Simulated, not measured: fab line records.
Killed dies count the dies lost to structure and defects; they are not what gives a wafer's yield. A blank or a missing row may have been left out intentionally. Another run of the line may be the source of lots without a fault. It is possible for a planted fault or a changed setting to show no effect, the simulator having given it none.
Matching of chambers | flow nand harc | rie diel-03 running NHARC_P_GATE_STRIP_101: 4 sister chambers
The step strips in O2, time 20 s. 16 wafers are shown with their chamber, then 8 later ones without.

== WAFERS, EACH WITH ITS CHAMBER ==
wafer  | chamber | showerhead plenum p Torr (Torr) | drypump motor current A (A) | oes product au (a.u.)
L489.4 | 3       | 3.39                            | 6.5                         | 1.001
L489.5 | 0       | 3.46                            | 5.9                         | 0.986
L489.6 | 1       | 3.78                            | 5.4                         | 1.009
L491.3 | 1       | 3.78                            | 5.4                         | 0.999
L491.5 | 1       | 3.78                            | 5.4                         | 1.014
L491.6 | 2       | 3.57                            | 5.8                         | 1.013
L493.1 | 0       | 3.45                            | 5.8                         | 0.994
L493.2 | 2       | 3.57                            | 5.8                         | 1.015
L493.5 | 1       | 3.78                            | 5.4                         | 0.997
L498.1 | 2       | 3.57                            | 5.8                         | 1.010
L498.2 | 3       | 3.38                            | 6.5                         | 1.011
L498.6 | 2       | 3.57                            | 5.8                         | 1.009
L500.1 | 3       | 3.38                            | 6.5                         | 0.997
L500.2 | 1       | 3.77                            | 5.4                         | 0.998
L500.6 | 3       | 3.38                            | 6.5                         | 1.001
L509.1 | 0       | 3.45                            | 5.9                         | 0.991

SIGNATURES (averages over the wafers above)
reading                  | chamber 0 | chamber 1 | chamber 2 | chamber 3 | scatter within a chamber
showerhead plenum p Torr | 3.4533    | 3.7780    | 3.5700    | 3.3825    | 0.0043
drypump motor current A  | 5.867     | 5.400     | 5.800     | 6.500     | 0.0236
oes product au           | 0.99033   | 1.00340   | 1.01175   | 1.00250   | 0.00574
Rule: a wafer lies at a distance from a chamber equal to the root of the sum of squares, over the readings, of (its reading less the chamber's mean, divided by the reading's scatter). If the next closest chamber is less than 2 further off than the closest, the wafer can't be placed; otherwise it belongs to the closest. The scatter is the square root of a quotient: the sum, over the shown wafers, of each reading's squared deviation from its chamber's mean, divided by wafers minus chambers.

== WAFERS WITHOUT THEIR CHAMBER ==
wafer  | showerhead plenum p Torr (Torr) | drypump motor current A (A) | oes product au (a.u.)
L509.3 | 3.77                            | 5.4                         | 1.005
L509.5 | 3.56                            | 5.8                         | 1.019
L510.3 | 3.77                            | 5.4                         | 1.003
L510.5 | 3.45                            | 5.9                         | 0.990
L510.6 | 3.77                            | 5.4                         | 1.008
L511.1 | 3.56                            | 5.8                         | 1.018
L511.5 | 3.56                            | 5.9                         | 1.019
L511.6 | 3.77                            | 5.4                         | 1.018

== WHICH CHAMBER EACH WENT THROUGH ==
wafer  | from the rows above | in truth
L509.3 | 1                   | 1
L509.5 | 2                   | 2
L510.3 | 1                   | 1
L510.5 | 0                   | 0
L510.6 | 1                   | 1
L511.1 | 2                   | 2
L511.5 | 2                   | 2
L511.6 | 1                   | 1
8 of 8 placed correctly. Left unplaced by these rows: 0. Placed wrongly: 0.
